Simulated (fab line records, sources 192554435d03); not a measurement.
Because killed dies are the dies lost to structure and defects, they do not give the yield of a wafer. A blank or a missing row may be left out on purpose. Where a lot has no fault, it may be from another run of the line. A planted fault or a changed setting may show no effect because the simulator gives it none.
fab line records	flow n5Finfet	part 1 of 2: steps 1 to 4 of 6
record lots=23	wafers=69	lastDay=17
route steps=1938 shown BEOL_M10@1530 BEOL_M11@1556
lots that met no fault: from a run of the same line without faults
startH: hours from the record's first day to the start of the lot's first wafer shown	waitH: time in hours since the lot's previous step	" identical to the entry in the row above	L1.1+2: a single row standing in for several wafers	- either no value or no given start	* or withheld: withheld	< > ~ a bound
route shown NAME@n: names a module that has steps shown in the file, with the first one's number in the route	usual: mean and standard deviation over wafers with no fault	same: alike in all rows	chamber/n: place in a boat	sites: each site's reading	_std_site: the standard deviation of these	_edge_site: the outer-site mean with the inner-site mean subtracted	radiusMm: for every site, how far away it sits from the centre of the wafer	mask NAME#n: copy n	behind: tool/chamber where the wafer was last shaped	hold: why the lot went on hold/how many hours it stayed there/how the hold came to an end	device: the transistor (n, p or np) that didn't switch	end of line: the route-end tests of the same wafers	step lacking rows: just its recipe	killed: dies that structure and defects cost at the first sort, which is not the same as the wafer's yield	map: per-die view of a wafer (x killed, . not killed, _ where there is no die)
set.NAME: the run value of the setting; set.NAME@STEP: its run value at that earlier step	model.NAME: the simulator's own value behind a step, which no gauge read
one table for each step of the route and one row for each wafer, over a sample of lots
services: when a tool's chamber went out of use (startH, in hours from the record's first day, below 0 if earlier), for how many hours, and the reason
## steps
# step N5_BEOL_M10_CMP_52
# recipe stopOn=SiCOH_lowk	tOverpolishS=7	downForcePsi=1	platenRpm=50	clearingPlatenDownForcePsi=1.5	clearingPlatenRpm=50	postCmpClean=cuAlkaline	targetThkNm=140	clearingPlatenPadVelocityMS=0.99484	padVelocityMS=0.99484
# usual barrierFieldEndpointS=29.3/0.7	motorCurrentA=6.0/0.51	overpolishRunS=7.000/0.0096	timeToEndpointS=68/3.1
# same tOverpolishS=7
lot.wafer	tool	chamber	startH	waitH	barrierFieldEndpointS	motorCurrentA	overpolishRunS	timeToEndpointS
L074.2	cmp-03	1	214.41	0.2	28.9	6.1	6.998	66
L074.1	"	3	"	"	28.1	5.8	7.002	65
L074.5	"	2	"	"	28.7	5.6	6.993	65
L076.2	cmp-03	2	222.18	0.2	29.0	5.5	7.020	66
L076.1	"	3	"	"	28.6	5.7	7.002	65
L076.4	"	0	"	"	28.4	6.8	6.998	65
L075.3	cmp-04	3	224.10	0.2	30.0	6.6	7.005	72
L075.2	"	1	"	"	30.2	6.4	6.993	71
L075.1	"	2	"	"	29.8	6.2	7.000	73
L077.2	cmp-03	2	230.37	0.4	28.0	6.0	7.004	68
L077.3	"	3	"	"	28.4	5.6	6.999	65
L077.5	"	3	"	"	29.2	5.8	6.999	66
L078.3	cmp-01	0	242.87	0.3	29.7	5.7	7.009	72
L078.2	"	1	"	"	30.3	5.5	7.006	72
L078.6	"	0	"	"	30.0	5.9	6.987	72
L080.4	cmp-01	0	254.37	0.3	30.0	6.2	7.001	72
L080.5	"	2	"	"	29.7	5.8	7.007	69
L080.6	"	3	"	"	30.4	5.9	7.002	68
L079.1	cmp-01	2	254.88	0.5	29.7	5.5	7.000	69
L079.4	"	3	"	"	29.3	5.7	7.010	64
L079.6	"	2	"	"	30.1	6.0	6.987	69
L081.3	cmp-01	3	266.88	0.2	28.8	6.1	7.004	68
L081.4	"	0	"	"	30.2	5.9	6.985	73
L081.5	"	3	"	"	29.7	5.9	7.002	72
L083.2	cmp-03	0	275.42	0.2	29.1	6.7	6.994	64
L083.4	"	2	"	"	30.3	5.8	6.998	69
L083.6	"	1	"	"	28.9	6.3	6.985	68
L084.1	cmp-01	2	276.62	0.3	29.3	5.7	7.009	72
L084.2	"	3	"	"	29.3	5.7	7.006	66
L084.6	"	0	"	"	30.4	5.9	6.990	72
L085.1	cmp-04	3	297.34	0.3	28.8	6.8	7.006	69
L085.6	"	3	"	"	29.7	7.1	6.988	70
L085.5	"	0	"	"	28.9	5.1	6.996	65
L087.1	cmp-01	3	301.19	0.3	28.1	6.1	6.999	65
L087.5	"	3	"	"	29.9	5.8	7.004	66
L087.6	"	0	"	"	30.3	5.7	7.001	72
L086.2	cmp-03	0	304.39	0.2	28.4	6.6	7.001	66
L086.1	"	1	"	"	28.7	6.2	6.994	66
L086.4	"	2	"	"	29.8	5.7	7.010	69
L089.1	cmp-04	0	304.88	0.3	29.3	5.3	6.996	64
L089.4	"	1	"	"	30.1	6.3	6.992	72
L089.3	"	2	"	"	30.8	6.1	6.991	73
L088.4	cmp-03	2	328.97	0.2	29.4	5.8	6.990	68
L088.1	"	0	"	"	28.0	6.8	7.007	61
L088.5	"	2	"	"	28.9	5.5	6.988	65
L090.3	cmp-04	1	331.06	0.3	30.3	6.4	6.999	71
L090.6	"	2	"	"	29.6	6.3	7.004	69
L090.5	"	3	"	"	30.1	7.0	6.984	69
L092.4	cmp-01	3	335.46	0.2	28.5	6.1	6.993	65
L092.2	"	0	"	"	29.0	5.8	6.997	71
L092.6	"	2	"	"	29.4	5.4	6.996	69
L091.4	cmp-04	3	335.80	0.1	28.8	6.4	7.015	66
L091.1	"	2	"	"	28.5	6.3	7.006	69
L091.5	"	3	"	"	29.1	6.9	7.001	66
L093.1	cmp-03	2	355.11	0.3	29.0	5.4	7.001	67
L093.4	"	0	"	"	29.1	6.6	6.999	65
L093.6	"	1	"	"	29.9	6.1	6.998	69
L094.1	cmp-01	0	359.18	0.3	28.8	5.8	6.990	70
L094.2	"	2	"	"	29.0	6.0	6.997	69
L094.6	"	0	"	"	29.8	5.9	6.985	74
L097.2	cmp-04	0	360.74	0.2	28.2	5.1	7.006	66
L097.3	"	1	"	"	30.3	6.5	6.996	74
L097.1	"	2	"	"	30.5	6.2	6.987	72
L096.4	cmp-04	0	364.96	0.3	28.8	5.3	7.013	66
L096.1	"	2	"	"	30.4	6.4	7.006	70
L096.6	"	3	"	"	30.3	6.9	7.014	70
L095.3	cmp-04	3	365.28	0.2	29.0	6.7	6.999	73
L095.6	"	2	"	"	29.9	6.5	7.012	74
L095.5	"	3	"	"	29.6	6.7	7.004	68
# step N5_BEOL_M11_STRIP_67
# recipe chemistry=CF4	resist=SiARC	powerW=300	biasPowerW=75	pressureMtorr=50	cf4FlowSccm=150	rfFrequencyHz=6e+07
# usual chamberPressureMTorr=50.00/0.046	drypumpMotorCurrentA=5.52/0.26	oesProductAu=0.80/0.086	rfVppV=271.3/1.4	showerheadPlenumPTorr=1.80/0.051	throttleValvePct=13.52/0.25
lot.wafer	tool	chamber	startH	waitH	chamberPressureMTorr	drypumpMotorCurrentA	oesProductAu	rfHoursCounterH	rfVppV	showerheadPlenumPTorr	throttleValvePct
L074.1	rieDiel-06	3	218.15	0.0	49.95	5.90	0.84	79	273.8	1.87	13.17
L074.2	"	0	"	"	49.97	5.76	0.70	240	268.9	1.79	13.94
L074.5	"	1	"	"	49.99	5.32	0.68	-	270.0	1.77	13.82
L076.1	rieDiel-06	3	224.46	0.0	50.03	5.89	0.85	81	273.6	1.87	13.17
L076.2	"	1	"	"	49.97	5.31	0.69	229	269.9	1.77	13.82
L076.4	"	2	"	"	50.05	5.43	0.72	193	273.6	1.86	13.54
L075.1	rieDiel-06	2	229.63	0.0	49.99	5.41	0.72	194	271.3	1.86	13.53
L075.2	"	1	"	"	49.97	5.31	0.68	231	270.6	1.77	13.80
L075.3	"	3	"	"	50.01	5.89	0.84	82	272.6	1.87	13.19
L077.2	rieDiel-01	2	232.75	0.0	49.98	5.74	0.68	249	271.2	1.84	14.14
L077.3	"	0	"	"	49.90	5.41	0.76	168	269.3	1.72	13.68
L077.5	"	2	"	"	49.97	5.77	0.68	-	273.7	1.84	14.15
L078.2	rieDiel-01	0	247.38	0.0	50.04	5.42	0.75	173	270.2	1.72	13.68
L078.3	"	3	"	"	49.99	5.15	0.83	75	271.9	1.80	13.69
L078.6	"	3	"	"	50.03	5.15	0.83	-	272.2	1.80	13.72
L080.4	rieDiel-06	2	261.33	0.0	50.04	5.43	0.71	-	272.3	1.86	13.55
L080.5	"	3	"	"	49.86	5.93	0.83	-	272.5	1.87	13.20
L080.6	"	1	"	"	50.06	5.27	0.68	-	269.8	1.77	13.86
L079.1	rieDiel-02	0	261.84	0.0	49.98	5.10	0.95	3	272.6	1.82	13.15
L079.4	"	1	"	"	50.01	5.65	0.81	84	269.6	1.74	13.53
L079.6	"	2	"	"	50.03	5.84	0.81	-	271.6	1.80	13.19
L081.3	rieDiel-01	2	270.23	0.0	49.96	5.73	0.96	3	272.0	1.84	13.59
L081.4	"	3	"	"	50.04	5.14	0.82	82	272.2	1.80	13.71
L081.5	"	3	"	"	50.04	5.14	0.82	-	270.8	1.80	13.75
L083.2	rieDiel-02	1	278.86	0.0	49.90	5.66	0.80	90	269.9	1.74	13.57
L083.4	"	3	"	"	49.96	5.32	0.74	186	268.6	1.71	13.68
L083.6	"	2	"	"	49.95	5.84	0.80	-	270.8	1.80	13.23
L084.1	rieDiel-06	3	279.43	0.0	50.02	5.90	0.82	97	273.5	1.87	13.21
L084.2	"	2	"	"	50.06	5.41	0.70	209	271.6	1.86	13.56
L084.6	"	2	"	"	49.85	5.40	0.70	-	273.0	1.86	13.58
L085.1	rieDiel-06	3	300.13	0.0	50.05	5.90	0.82	105	273.2	1.86	13.22
L085.5	"	2	"	"	49.97	5.40	0.70	-	272.8	1.85	13.58
L085.6	"	1	"	"	50.02	5.29	0.68	-	271.8	1.77	13.85
L087.1	rieDiel-02	1	303.73	0.0	50.01	5.64	0.79	100	269.6	1.73	13.58
L087.5	"	0	"	"	50.00	5.08	0.90	-	272.6	1.82	13.20
L087.6	"	3	"	"	50.00	5.32	0.74	-	269.5	1.71	13.68
L086.1	rieDiel-01	0	307.78	0.0	49.96	5.40	0.74	191	269.2	1.71	13.73
L086.2	"	2	"	"	49.99	5.73	0.93	14	272.5	1.83	13.58
L086.4	"	3	"	"	50.07	5.14	0.81	93	270.6	1.80	13.73
L089.1	rieDiel-06	0	308.24	0.0	50.02	5.78	0.95	8	270.6	1.78	13.43
L089.3	"	1	"	"	49.99	5.31	0.68	241	270.3	1.77	13.84
L089.4	"	3	"	"	50.00	5.87	0.81	107	273.0	1.86	13.23
L088.1	rieDiel-02	0	331.14	0.0	50.05	5.09	0.88	27	272.3	1.81	13.22
L088.4	"	2	"	"	50.01	5.83	0.79	123	271.6	1.80	13.28
L088.5	"	0	"	"	50.00	5.13	0.88	-	272.9	1.81	13.22
L090.3	rieDiel-06	2	334.02	0.0	50.07	5.45	0.69	227	273.5	1.85	13.59
L090.5	"	3	"	"	49.96	5.90	0.81	-	273.2	1.86	13.25
L090.6	"	0	"	"	50.01	5.75	0.92	-	271.1	1.78	13.44
L092.2	rieDiel-01	2	337.94	0.0	50.06	5.72	0.91	23	272.0	1.83	13.63
L092.4	"	3	"	"	50.00	5.19	0.80	102	272.4	1.79	13.78
L092.6	"	0	"	"	50.00	5.43	0.73	-	270.3	1.71	13.76
L091.1	rieDiel-06	0	338.06	0.0	50.02	5.81	0.92	18	269.9	1.78	13.46
L091.4	"	3	"	"	50.03	5.88	0.80	117	272.7	1.86	13.25
L091.5	"	2	"	"	49.99	5.44	0.69	-	271.3	1.85	13.62
L093.1	rieDiel-02	3	357.84	0.0	50.09	5.31	0.73	209	269.4	1.70	13.73
L093.4	"	1	"	"	50.00	5.66	0.78	117	270.7	1.73	13.61
L093.6	"	3	"	"	50.04	5.34	0.72	-	269.9	1.70	13.72
L094.1	rieDiel-02	2	363.22	0.0	49.98	5.82	0.79	134	270.5	1.79	13.27
L094.2	"	1	"	"	50.00	5.65	0.77	119	269.8	1.73	13.63
L094.6	"	0	"	"	49.89	5.10	0.86	-	271.4	1.81	13.24
L097.1	rieDiel-06	1	363.65	0.0	50.02	5.34	0.98	3	270.7	1.77	13.30
L097.2	"	2	"	"	50.01	5.46	0.69	239	271.9	1.85	13.62
L097.3	"	0	"	"	49.98	5.78	0.90	25	271.0	1.78	13.45
L096.1	rieDiel-01	0	368.99	0.0	49.96	5.44	0.72	210	269.1	1.71	13.78
L096.4	"	2	"	"	50.03	5.73	0.89	33	273.8	1.83	13.65
L096.6	"	2	"	"	49.98	5.78	0.88	-	271.4	1.83	13.63
L095.3	rieDiel-06	1	369.41	0.0	49.98	5.30	0.97	4	270.3	1.77	13.30
L095.5	"	3	"	"	50.07	5.87	0.79	-	272.5	1.86	13.29
L095.6	"	0	"	"	50.01	5.79	0.89	-	270.3	1.78	13.46
# step N5_BEOL_M11_HM_OPEN_17
# recipe chemistry=Cl2/BCl3	targetDepthA=200	overetchA=60	target=TiN	maskMaterial=SOC	ionEnergyEv=150	pressureMtorr=10	icpW=1000	biasW=126	Cl2_flow_sccm=53.25	bcl3FlowSccm=21.75	Ar_flow_sccm=25
# usual chamberPressureMTorr=10.000/0.0094	drypumpMotorCurrentA=5.3/0.44	mfcCl2Sccm=53.26/0.17	oesProductAu=0.64/0.065	throttleValvePct=22.07/0.29
lot.wafer	tool	chamber	startH	waitH	chamberPressureMTorr	drypumpMotorCurrentA	mfcCl2Sccm	oesProductAu	rfHoursCounterH	throttleValvePct
L074.1	rieMetal-01	0	218.19	0.0	10.003	4.9	53.37	0.61	71	22.00
L074.2	"	1	"	"	10.011	5.0	53.26	0.72	18	21.72
L074.5	"	1	"	"	10.006	5.0	53.21	0.72	-	21.71
L076.1	rieMetal-02	0	224.50	0.0	9.984	5.6	53.17	0.65	38	22.17
L076.2	"	1	"	"	10.006	5.9	53.36	0.66	42	21.83
L076.4	"	0	"	"	10.014	5.6	53.32	0.66	-	22.19
L075.1	rieMetal-02	1	229.67	0.0	10.013	5.9	53.47	0.65	43	21.86
L075.2	"	0	"	"	9.997	5.5	53.41	0.66	39	22.18
L075.3	"	0	"	"	9.993	5.5	53.43	0.65	-	22.17
L077.2	rieMetal-03	1	232.79	0.0	9.994	5.9	53.03	0.54	108	22.74
L077.3	"	1	"	"	10.002	5.9	53.05	0.54	-	22.74
L077.5	"	0	"	"	9.997	4.8	53.15	0.58	-	22.16
L078.2	rieMetal-02	0	247.42	0.0	9.991	5.5	53.29	0.66	40	22.18
L078.3	"	0	"	"	10.012	5.5	53.38	0.65	-	22.19
L078.6	"	1	"	"	10.000	5.9	53.53	0.67	-	21.84
L080.4	rieMetal-01	0	261.40	0.1	10.000	4.9	53.39	0.61	-	22.01
L080.5	"	0	"	"	9.987	4.9	53.21	0.61	-	21.99
L080.6	"	1	"	"	10.006	5.0	53.26	0.71	-	21.71
L079.1	rieMetal-01	0	261.88	0.0	9.998	4.9	53.07	0.62	74	22.01
L079.4	"	1	"	"	9.993	5.0	52.96	0.72	-	21.70
L079.6	"	0	"	"	9.986	4.9	53.15	0.61	-	22.00
L081.3	rieMetal-01	1	270.30	0.1	10.007	5.0	53.29	0.70	-	21.73
L081.4	"	0	"	"	9.996	4.9	53.38	0.61	-	22.01
L081.5	"	0	"	"	9.982	4.9	53.17	0.62	-	22.01
L083.2	rieMetal-03	0	278.90	0.0	10.004	4.8	53.01	0.57	78	22.18
L083.4	"	0	"	"	9.990	4.8	53.11	0.58	-	22.15
L083.6	"	0	"	"	9.987	4.8	53.25	0.59	-	22.15
L084.1	rieMetal-03	0	279.48	0.0	9.995	4.8	53.52	0.58	78	22.14
L084.2	"	1	"	"	10.015	5.9	53.08	0.55	112	22.72
L084.6	"	0	"	"	10.003	4.8	53.71	0.58	-	22.16
L085.1	rieMetal-01	1	300.18	0.0	9.995	5.0	53.12	0.71	22	21.71
L085.5	"	0	"	"	9.997	4.9	53.27	0.61	-	22.01
L085.6	"	1	"	"	9.999	5.0	53.29	0.70	-	21.71
L087.1	rieMetal-01	0	303.77	0.0	9.993	4.9	53.20	0.61	76	22.03
L087.5	"	1	"	"	9.975	5.0	53.17	0.70	-	21.72
L087.6	"	0	"	"	10.007	4.9	53.27	0.60	-	22.02
L086.1	rieMetal-02	1	307.82	0.0	10.009	5.9	53.23	0.64	49	21.87
L086.2	"	0	"	"	10.004	5.5	53.19	0.63	46	22.21
L086.4	"	0	"	"	9.997	5.5	53.22	0.63	-	22.20
L089.1	rieMetal-02	0	308.28	0.0	10.002	5.5	53.25	0.63	47	22.20
L089.3	"	0	"	"	10.018	5.5	53.21	0.64	-	22.18
L089.4	"	1	"	"	10.002	5.9	53.17	0.64	-	21.87
L088.1	rieMetal-02	0	331.18	0.0	10.006	5.5	53.77	0.64	49	22.21
L088.4	"	0	"	"	9.999	5.5	53.70	0.63	-	22.20
L088.5	"	0	"	"	9.998	5.5	53.48	0.63	-	22.19
L090.3	rieMetal-01	1	334.09	0.1	9.984	5.0	53.15	0.69	-	21.74
L090.5	"	1	"	"	10.011	5.0	53.19	0.70	-	21.73
L090.6	"	0	"	"	10.002	4.9	53.38	0.60	-	22.01
L092.2	rieMetal-01	1	337.99	0.0	10.022	5.0	53.18	0.69	27	21.72
L092.4	"	0	"	"	10.000	4.9	53.14	0.60	-	22.03
L092.6	"	0	"	"	9.984	4.9	53.05	0.59	-	22.04
L091.1	rieMetal-03	1	338.10	0.0	9.995	5.8	53.23	0.84	0	22.62
L091.4	"	1	"	"	10.001	5.8	53.31	0.83	-	22.65
L091.5	"	0	"	"	9.999	4.8	53.06	0.57	-	22.17
L093.1	rieMetal-01	0	357.88	0.0	10.017	4.9	53.07	0.60	82	22.03
L093.4	"	0	"	"	9.983	4.9	53.34	0.59	-	22.02
L093.6	"	1	"	"	10.007	5.0	52.98	0.70	-	21.74
L094.1	rieMetal-02	0	363.26	0.0	10.000	5.6	53.21	0.61	52	22.21
L094.2	"	1	"	"	10.002	5.9	53.47	0.63	54	21.87
L094.6	"	1	"	"	10.000	5.9	53.01	0.63	-	21.89
L097.1	rieMetal-03	1	363.69	0.0	10.005	5.9	53.45	0.81	2	22.65
L097.2	"	0	"	"	10.006	4.8	53.06	0.57	86	22.19
L097.3	"	0	"	"	10.007	4.8	53.02	0.56	-	22.18
L096.1	rieMetal-03	0	369.03	0.0	9.995	4.8	53.44	0.56	86	22.20
L096.4	"	0	"	"	9.998	4.8	53.53	0.57	-	22.18
L096.6	"	0	"	"	9.996	4.8	53.43	0.57	-	22.18
L095.3	rieMetal-02	0	369.48	0.1	10.013	5.5	53.48	0.63	-	22.20
L095.5	"	0	"	"	9.999	5.5	53.38	0.63	-	22.20
L095.6	"	1	"	"	10.020	6.0	53.12	0.64	-	21.86
# step N5_BEOL_M11_CD_MEAS_28
# recipe targetCdNm=70	landingEnergyEv=500	detector=seInlens	polarity=opening
# usual cdNm=70.0/1.2
lot.wafer	tool	chamber	startH	waitH	cdNm
L074.1	cdSem-02	0	219.76	-	69.9
L074.2	"	0	"	"	71.1
L074.5	"	0	"	"	68.0
L076.1	cdSem-01	0	227.43	-	70.8
L076.2	"	0	"	"	70.5
L076.4	"	0	"	"	71.7
L075.1	cdSem-02	0	230.78	-	70.1
L075.2	"	0	"	"	69.8
L075.3	"	0	"	"	70.5
L077.2	cdSem-03	0	233.72	-	70.1
L077.3	"	0	"	"	68.6
L077.5	"	0	"	"	70.1
L078.2	cdSem-03	0	251.67	-	71.4
L078.3	"	0	"	"	71.4
L078.6	"	0	"	"	70.9
L079.1	cdSem-01	0	263.86	-	70.8
L079.4	"	0	"	"	70.5
L079.6	"	0	"	"	70.3
L080.4	cdSem-03	0	264.03	-	69.5
L080.5	"	0	"	"	69.0
L080.6	"	0	"	"	69.3
L081.3	cdSem-01	0	270.93	-	68.1
L081.4	"	0	"	"	68.6
L081.5	"	0	"	"	67.7
L084.1	cdSem-01	0	281.00	-	69.8
L084.2	"	0	"	"	69.3
L084.6	"	0	"	"	68.9
L083.2	cdSem-02	0	281.46	-	69.2
L083.4	"	0	"	"	69.3
L083.6	"	0	"	"	69.1
L085.1	cdSem-01	0	302.08	-	69.9
L085.5	"	0	"	"	70.9
L085.6	"	0	"	"	69.1
L087.1	cdSem-01	0	304.43	-	71.5
L087.5	"	0	"	"	70.7
L087.6	"	0	"	"	71.2
L086.1	cdSem-03	0	311.73	-	68.9
L086.2	"	0	"	"	70.4
L086.4	"	0	"	"	69.8
L089.1	cdSem-02	0	311.90	-	70.5
L089.3	"	0	"	"	70.3
L089.4	"	0	"	"	70.6
L088.1	cdSem-02	0	332.53	-	70.6
L088.4	"	0	"	"	69.9
L088.5	"	0	"	"	70.9
L090.3	cdSem-01	0	334.65	-	68.3
L090.5	"	0	"	"	68.4
L090.6	"	0	"	"	70.1
L092.2	cdSem-02	0	338.80	-	70.0
L092.4	"	0	"	"	69.3
L092.6	"	0	"	"	69.5
L091.1	cdSem-03	0	339.24	-	68.5
L091.4	"	0	"	"	69.9
L091.5	"	0	"	"	69.4
L093.1	cdSem-02	0	358.35	-	71.8
L093.4	"	0	"	"	69.2
L093.6	"	0	"	"	70.6
L094.1	cdSem-03	0	363.85	-	73.4
L094.2	"	0	"	"	73.4
L094.6	"	0	"	"	73.0
L097.1	cdSem-02	0	367.74	-	70.4
L097.2	"	0	"	"	70.2
L097.3	"	0	"	"	70.1
L095.3	cdSem-02	0	371.51	-	70.7
L095.5	"	0	"	"	71.0
L095.6	"	0	"	"	70.1
L096.1	cdSem-02	0	371.68	-	70.0
L096.4	"	0	"	"	68.8
L096.6	"	0	"	"	69.5
